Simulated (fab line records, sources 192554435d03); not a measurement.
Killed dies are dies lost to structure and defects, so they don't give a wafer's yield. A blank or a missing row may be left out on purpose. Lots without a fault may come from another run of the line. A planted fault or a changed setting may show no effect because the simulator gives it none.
Tool commonality check | flow n5_finfet | 10 lots, 30 wafers sampled

WHY IT WAS OPENED
At N5_BEOL_M12_INSPECT_30 the reading raw_defect_count is flagged on 2 of 10 lots. Wafers without a fault read 2.0, standard deviation 1.4.
Rule: a lot is flagged when every wafer of it that has a number lies more than 4 standard deviations from that mean, or none has a number. The other lots count as sound.

lot  | measured     | on                | raw_defect_count, wafer by wafer | flag
L687 | day 11 06:01 | defect_inspect-01 | 3 2 3                            |
L689 | day 11 10:47 | defect_inspect-02 | 2 1 0                            |
L691 | day 12 08:46 | defect_inspect-01 | 2 3 0                            |
L692 | day 13 14:22 | defect_inspect-01 | 1 2 3                            |
L697 | day 14 08:30 | defect_inspect-02 | 257 236 263                      | FLAGGED
L698 | day 14 21:07 | defect_inspect-01 | 0 1 3                            |
L696 | day 14 23:49 | defect_inspect-01 | 291 250 258                      | FLAGGED
L706 | day 16 04:50 | defect_inspect-01 | 0 4 2                            |
L705 | day 16 20:49 | defect_inspect-01 | 2 2 2                            |
L704 | day 16 21:34 | defect_inspect-02 | 3 2 1                            |
The numbers of the flagged lots are 259.2 on average: +257.2 against the usual, or +99 or more standard deviations.

WHICH TOOL RAN EACH LOT
The record holds 3 process steps before the reading, out of a route of 1938 steps. In each cell: the tool, then ch and the chambers that the sampled wafers went through, then the start.
lot  | flag    | N5_BEOL_M12_ETCH_59                | N5_BEOL_M12_STRIP_64                 | N5_BEOL_M12_STRIP_71
L687 |         | rie_diel-02 ch 0,2, day 11 05:10   | plasma_asher-01 ch 0,1, day 11 05:30 | wet_bench-04 ch 1,4,6, day 11 05:34
L689 |         | rie_diel-05 ch 1,2, day 11 09:50   | plasma_asher-01 ch 0,1, day 11 10:10 | wet_bench-01 ch 2,3,7, day 11 10:13
L691 |         | rie_diel-06 ch 0,1,2, day 12 07:56 | plasma_asher-02 ch 0,1, day 12 08:14 | wet_bench-04 ch 1,2,7, day 12 08:20
L692 |         | rie_diel-06 ch 1,2,3, day 13 13:24 | plasma_asher-01 ch 0,1, day 13 13:43 | wet_bench-01 ch 0,6,7, day 13 13:48
L697 | FLAGGED | rie_diel-02 ch 0,1,2, day 14 07:32 | plasma_asher-01 ch 0,1, day 14 07:51 | wet_bench-01 ch 1,4,6, day 14 07:56
L698 |         | rie_diel-06 ch 0,1,3, day 14 20:10 | plasma_asher-02 ch 0,1, day 14 20:28 | wet_bench-04 ch 0,2,3, day 14 20:33
L696 | FLAGGED | rie_diel-02 ch 1,2, day 14 22:51   | plasma_asher-01 ch 0,1, day 14 23:11 | wet_bench-01 ch 5,6,7, day 14 23:15
L706 |         | rie_diel-05 ch 0,2,3, day 16 04:00 | plasma_asher-02 ch 0,1, day 16 04:19 | wet_bench-04 ch 0,3,6, day 16 04:23
L705 |         | rie_diel-06 ch 2,3, day 16 19:51   | plasma_asher-01 ch 0,1, day 16 20:10 | wet_bench-03 ch 4,5,6, day 16 20:15
L704 |         | rie_diel-06 ch 1,2, day 16 20:35   | plasma_asher-01 ch 0,1, day 16 20:55 | wet_bench-03 ch 2,5,6, day 16 20:59
What these steps do:
- N5_BEOL_M12_ETCH_59: etches BARC in N2/H2, target depth 89 nm, overetch 26.7 nm, time 67.9 s.
- N5_BEOL_M12_STRIP_64: strips in N2/H2.
- N5_BEOL_M12_STRIP_71: strips in post etch residue remover, time 60 s.
- N5_BEOL_M12_INSPECT_30: inspects for defects (macro).

FLAGGED OVER TOTAL, TOOL BY TOOL (the gauges that took the reading come last)
step                   | tool              | lots run | flagged | share of the flagged lots | sound lots run after its first flagged lot
N5_BEOL_M12_ETCH_59    | rie_diel-02       | 3        | 2       | all                       | 0
N5_BEOL_M12_ETCH_59    | rie_diel-05       | 2        | 0       | none                      | -
N5_BEOL_M12_ETCH_59    | rie_diel-06       | 5        | 0       | none                      | -
N5_BEOL_M12_STRIP_64   | plasma_asher-01   | 7        | 2       | all                       | 2 (L705,L704)
N5_BEOL_M12_STRIP_64   | plasma_asher-02   | 3        | 0       | none                      | -
N5_BEOL_M12_STRIP_71   | wet_bench-01      | 4        | 2       | all                       | 0
N5_BEOL_M12_STRIP_71   | wet_bench-03      | 2        | 0       | none                      | -
N5_BEOL_M12_STRIP_71   | wet_bench-04      | 4        | 0       | none                      | -
N5_BEOL_M12_INSPECT_30 | defect_inspect-01 | 7        | 1       | some                      | 2 (L706,L705)
N5_BEOL_M12_INSPECT_30 | defect_inspect-02 | 3        | 1       | some                      | 1 (L704)

WHAT THE TABLE ALLOWS
3 rows of the table ran every flagged lot: rie_diel-02 at N5_BEOL_M12_ETCH_59, plasma_asher-01 at N5_BEOL_M12_STRIP_64, wet_bench-01 at N5_BEOL_M12_STRIP_71.
- rie_diel-02 at N5_BEOL_M12_ETCH_59: 2 of its 3 lots flagged. Its last sound lot is L687 (day 11 05:10), its first flagged lot L697 (day 14 07:32): a fault that began between those two fits.
- plasma_asher-01 at N5_BEOL_M12_STRIP_64: 2 of its 7 lots flagged. Sound lots ran on it after the first flagged one (L705, L704), which a lasting fault on the whole tool wouldn't allow.
- wet_bench-01 at N5_BEOL_M12_STRIP_71: 2 of its 4 lots flagged. Its last sound lot is L692 (day 13 13:48), its first flagged lot L697 (day 14 07:56): a fault that began between those two fits.
Counting lots can't tell these 2 tools apart, because each fits a fault that began at some hour. More lots, or a look at what each step does to the wafer, might.

WHAT THE SIMULATOR HAD PUT IN
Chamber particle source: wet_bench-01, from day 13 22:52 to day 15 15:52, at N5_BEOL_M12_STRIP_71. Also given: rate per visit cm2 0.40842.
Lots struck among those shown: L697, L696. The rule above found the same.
